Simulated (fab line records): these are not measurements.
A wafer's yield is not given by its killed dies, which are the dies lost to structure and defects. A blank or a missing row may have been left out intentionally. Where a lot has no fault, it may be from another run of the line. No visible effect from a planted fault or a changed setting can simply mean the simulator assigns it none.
2 desks looking at one fault | flow nand harc | numbers are kept per desk, each desk with only its own; the story behind them comes last

== THE TOOL OWNER'S DESK: pecvd onon-03 ==
The tool's own readings at NHARC_A_ONON_D1_DEP_03 (target thk 1000 nm): means of the sampled wafers that have a number, for each lot that ran on this tool. Any lot whose mean is over 4 standard deviations away from the usual mean is out of limits and marked OUT; that distance is given in the brackets.
Columns: A = sih4 flow sccm at NHARC_A_ONON_D1_DEP_03, usual 210.0 sccm; B = susceptor temp C at NHARC_A_ONON_D1_DEP_03, usual 399.96 C
lot  | first seen here | A     | B
L312 | day 8 23:15     | 210.2 | 400.14
L314 | day 9 20:32     | 209.9 | 399.92
L315 | day 10 03:56    | 209.5 | 399.83
L319 | day 11 21:45    | 209.7 | 399.93
L324 | day 14 06:20    | 210.8 | 399.98
L326 | day 14 19:48    | 209.7 | 399.99
L328 | day 15 15:03    | 210.5 | 400.08
L329 | day 15 22:44    | 210.5 | 400.08
L330 | day 16 20:42    | 209.6 | 399.82
Finding of this desk: none of the 9 lots has anything out of limits.

== FROM THE METROLOGY DESK ==
What the gauges read, lot by lot, whatever tool the lot ran on: means of the sampled wafers that have a number. Any lot whose mean is over 4 standard deviations away from the usual mean is out of limits and marked OUT; that distance is given in the brackets.
Columns: A = thk nm at NHARC_A_ONON_D1_THK_MEAS_05, usual 1003 nm; B = thk nm at NHARC_A_ONON_D1_THK_MEAS_27, usual 1004 nm; C = thk nm at NHARC_A_ONON_D1_THK_MEAS_30, usual 1001 nm
lot  | first seen here | A              | B    | C
L310 | day 7 19:34     | 1017           | 1013 | 1003
L309 | day 7 19:51     | 1002           | 1009 | 986
L312 | day 8 23:46     | 1013           | 999  | 1014
L311 | day 8 23:47     | 1001           | 1018 | 998
L313 | day 9 13:14     | 1000           | 971  | 991
L314 | day 9 20:56     | 1006           | 1004 | 999
L315 | day 10 04:27    | 1588 (+53) OUT | -    | -
L319 | day 11 22:08    | 1560 (+51) OUT | -    | -
L324 | day 14 06:41    | 989            | 997  | 989
L326 | day 14 20:15    | 986            | 1009 | 1013
L328 | day 15 15:34    | 982            | 1014 | 994
L329 | day 15 23:11    | 987            | 1012 | 1015
L330 | day 16 21:06    | 1005           | 991  | 996
This desk finds L315, L319 out of limits, L315 being first, at day 10 04:27 (thk nm at NHARC_A_ONON_D1_THK_MEAS_05). In limits: L310, L309, L312, L311, L313, L314, L324, L326, L328, L329, L330.

== ALL TOGETHER ==
On L315, L319, the metrology desk was in a position to raise an alarm at day 10 04:27.
The desk of the tool owner found nothing out of limits.
Tool owner's desk: L315, L319 on record, inside its limits.
All the named lots went through NHARC_A_ONON_D1_DEP_03 on pecvd onon-03.

== WHAT THE SIMULATOR HAD PUT IN ==
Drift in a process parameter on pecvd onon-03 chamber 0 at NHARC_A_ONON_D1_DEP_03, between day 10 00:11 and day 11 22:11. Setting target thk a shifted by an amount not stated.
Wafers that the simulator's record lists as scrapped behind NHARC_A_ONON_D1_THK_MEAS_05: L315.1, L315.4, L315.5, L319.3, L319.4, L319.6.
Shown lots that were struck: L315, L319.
Delay in hours, fault start to first out-of-limits reading, per desk: metrology desk 4.
